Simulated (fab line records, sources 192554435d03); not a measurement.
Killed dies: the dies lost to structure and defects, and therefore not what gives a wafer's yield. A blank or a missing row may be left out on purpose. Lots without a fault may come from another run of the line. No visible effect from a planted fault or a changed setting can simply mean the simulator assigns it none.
What tool caused it? / flow n5-finfet / 11 lots, 33 wafers sampled, at 3 steps of a route of 1938

WHAT THE GAUGES READ, wafer by wafer
N5_WELL_APT_INSPECT_27: inspects for defects (macro).
lot=L698; measured=day 1 21:02; on=defect-inspect-02; raw-defect-count=4 1 3
lot=L699; measured=day 2 03:09; on=defect-inspect-02; raw-defect-count=1 1 1
lot=L700; measured=day 2 09:01; on=defect-inspect-02; raw-defect-count=0 1 2
lot=L701; measured=day 2 14:58; on=defect-inspect-02; raw-defect-count=3 1 0
lot=L704; measured=day 3 09:07; on=defect-inspect-01; raw-defect-count=2 2 4
lot=L705; measured=day 3 15:16; on=defect-inspect-02; raw-defect-count=1 2 0
lot=L713; measured=day 5 15:26; on=defect-inspect-01; raw-defect-count=5 3 2
lot=L714; measured=day 5 21:07; on=defect-inspect-02; raw-defect-count=3 2 1
lot=L718; measured=day 6 21:20; on=defect-inspect-01; raw-defect-count=3 2 1
lot=L719; measured=day 7 03:12; on=defect-inspect-02; raw-defect-count=2 3 3
lot=L720; measured=day 7 09:43; on=defect-inspect-01; raw-defect-count=0 0 0

WHICH TOOL RAN EACH LOT (tool, then ch and the chambers of the sampled wafers, then the start)
lot=L698; N5_ZERO_LAYER_DESCUM_16=rie-diel-04 ch 1,3, day 1 18:42; N5_ZERO_LAYER_STRIP_19=wet-bench-06 ch 1,2,3, day 1 19:00
lot=L699; N5_ZERO_LAYER_DESCUM_16=rie-diel-04 ch 1,3, day 2 00:54; N5_ZERO_LAYER_STRIP_19=wet-bench-04 ch 2,5,6, day 2 01:12
lot=L700; N5_ZERO_LAYER_DESCUM_16=rie-diel-02 ch 1,3, day 2 06:49; N5_ZERO_LAYER_STRIP_19=wet-bench-04 ch 0,1,2, day 2 07:07
lot=L701; N5_ZERO_LAYER_DESCUM_16=rie-diel-06 ch 0,2,3, day 2 12:42; N5_ZERO_LAYER_STRIP_19=wet-bench-05 ch 0,2,5, day 2 13:00
lot=L704; N5_ZERO_LAYER_DESCUM_16=rie-diel-02 ch 0,1,3, day 3 06:49; N5_ZERO_LAYER_STRIP_19=wet-bench-06 ch 5,6,7, day 3 07:07
lot=L705; N5_ZERO_LAYER_DESCUM_16=rie-diel-02 ch 0,1,3, day 3 12:49; N5_ZERO_LAYER_STRIP_19=wet-bench-06 ch 0,1,2, day 3 13:22
lot=L713; N5_ZERO_LAYER_DESCUM_16=rie-diel-04 ch 0,1,3, day 5 12:50; N5_ZERO_LAYER_STRIP_19=wet-bench-06 ch 2,3,7, day 5 13:08
lot=L714; N5_ZERO_LAYER_DESCUM_16=rie-diel-06 ch 0,2,3, day 5 18:56; N5_ZERO_LAYER_STRIP_19=wet-bench-06 ch 0,1,3, day 5 19:14
lot=L718; N5_ZERO_LAYER_DESCUM_16=rie-diel-04 ch 1,2,3, day 6 18:42; N5_ZERO_LAYER_STRIP_19=wet-bench-06 ch 2,3,5, day 6 19:00
lot=L719; N5_ZERO_LAYER_DESCUM_16=rie-diel-04 ch 0,1,2, day 7 00:48; N5_ZERO_LAYER_STRIP_19=wet-bench-05 ch 4,5,6, day 7 01:09
lot=L720; N5_ZERO_LAYER_DESCUM_16=rie-diel-04 ch 1,3, day 7 07:16; N5_ZERO_LAYER_STRIP_19=wet-bench-05 ch 0,2,7, day 7 07:49
- N5_ZERO_LAYER_DESCUM_16: chemistry O2, time 7.9 s.
- N5_ZERO_LAYER_STRIP_19: strips in SPM, time 900 s.

THE ANSWER, worked out from the rows above alone
Rule: usual is defined by the lots themselves. Put in order of their means at a reading, lots are off if they are a third of the lots or fewer, leave a main group of 4 or more, and stand apart from it by a gap of 3 or more times the standard deviation of the main group's means; of several such gaps the widest counts. A main group is skipped when, at the precision printed for the reading in the tables above, its means are all equal. Also off: a lot with no number at a reading for which 4 or more lots have one. The other lots that the step has rows for count as sound.
None of the lots is off at any reading shown; this tells nothing.

WHAT WAS PUT IN BY THE SIMULATOR
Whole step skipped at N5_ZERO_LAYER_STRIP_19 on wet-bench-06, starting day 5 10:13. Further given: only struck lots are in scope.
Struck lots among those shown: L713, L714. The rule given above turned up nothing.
